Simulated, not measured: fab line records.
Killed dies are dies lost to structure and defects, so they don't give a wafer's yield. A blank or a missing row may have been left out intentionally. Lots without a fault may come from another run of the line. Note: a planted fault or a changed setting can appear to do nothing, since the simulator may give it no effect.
Which tool did it? || flow nand_harc || 24 lots (72 wafers sampled), 1 step of a 1302-step route

== WHAT THE GAUGES READ, wafer by wafer ==
NHARC_P_GATE_INSPECT_68.
{"lot": "L074", "measured": "day 6 09:23", "on": "defect_inspect-02", "raw_defect_count": "154 274 220"}
{"lot": "L075", "measured": "day 6 09:58", "on": "defect_inspect-01", "raw_defect_count": "201 215 259"}
{"lot": "L076", "measured": "day 6 10:52", "on": "defect_inspect-01", "raw_defect_count": "278 217 218"}
{"lot": "L077", "measured": "day 7 01:16", "on": "defect_inspect-01", "raw_defect_count": "139 170 195"}
{"lot": "L078", "measured": "day 7 11:20", "on": "defect_inspect-02", "raw_defect_count": "161 167 174"}
{"lot": "L079", "measured": "day 8 02:13", "on": "defect_inspect-02", "raw_defect_count": "244 342 193"}
{"lot": "L080", "measured": "day 8 04:52", "on": "defect_inspect-02", "raw_defect_count": "160 165 170"}
{"lot": "L081", "measured": "day 9 01:37", "on": "defect_inspect-02", "raw_defect_count": "238 158 244"}
{"lot": "L082", "measured": "day 9 09:59", "on": "defect_inspect-01", "raw_defect_count": "188 112 325"}
{"lot": "L084", "measured": "day 9 15:01", "on": "defect_inspect-02", "raw_defect_count": "275 433 300"}
{"lot": "L083", "measured": "day 9 15:16", "on": "defect_inspect-02", "raw_defect_count": "205 190 230"}
{"lot": "L085", "measured": "day 10 07:19", "on": "defect_inspect-02", "raw_defect_count": "241 177 324"}
{"lot": "L086", "measured": "day 10 16:27", "on": "defect_inspect-01", "raw_defect_count": "226 155 187"}
{"lot": "L088", "measured": "day 11 19:29", "on": "defect_inspect-01", "raw_defect_count": "378 205 171"}
{"lot": "L089", "measured": "day 11 20:32", "on": "defect_inspect-01", "raw_defect_count": "200 204 315"}
{"lot": "L087", "measured": "day 11 21:59", "on": "defect_inspect-01", "raw_defect_count": "129 111 99"}
{"lot": "L090", "measured": "day 12 10:58", "on": "defect_inspect-01", "raw_defect_count": "193 264 207"}
{"lot": "L091", "measured": "day 12 18:40", "on": "defect_inspect-01", "raw_defect_count": "84 165 106"}
{"lot": "L092", "measured": "day 13 06:57", "on": "defect_inspect-02", "raw_defect_count": "142 77 145"}
{"lot": "L093", "measured": "day 13 12:55", "on": "defect_inspect-01", "raw_defect_count": "105 197 158"}
{"lot": "L094", "measured": "day 14 01:35", "on": "defect_inspect-02", "raw_defect_count": "218 168 139"}
{"lot": "L095", "measured": "day 14 16:11", "on": "defect_inspect-02", "raw_defect_count": "136 94 140"}
{"lot": "L096", "measured": "day 14 21:35", "on": "defect_inspect-02", "raw_defect_count": "192 138 390"}
{"lot": "L097", "measured": "day 15 05:59", "on": "defect_inspect-02", "raw_defect_count": "183 270 175"}

== TOOL THAT RAN EACH LOT (tool first, then ch and the chambers of the sampled wafers, then the start) ==
The record shows no process step preceding these readings.

== WHAT THE TOOLS THEMSELVES READ (means of the sampled wafers that have a number; where no wafer has one, the mark that the record gives instead) ==
The record holds no such reading with a usual standard deviation.

== THE ANSWER, worked out from the rows above alone ==
Rule: what is usual is taken from the lots themselves. Put in order of their means at a reading, lots are off if they are a third of the lots or fewer, leave a main group of 4 or more, and stand apart from it by a gap of 3 or more times the standard deviation of the main group's means; of several such gaps the widest counts. A main group whose means are all the same, to the digits that the tables above print for the reading, isn't used. Also off: a lot with no number at a reading for which 4 or more lots have one. The other lots that the step has rows for count as sound. After the gauges, taken in route order, come the tools' own readings; for these a lot's mean is taken, as printed above. At the first step where some lot is off, the reading lying furthest off is the one used; lots without a number count as furthest.
No lot is off on any of the readings shown, so nothing can be concluded from this.

== WHAT WAS PUT IN BY THE SIMULATOR ==
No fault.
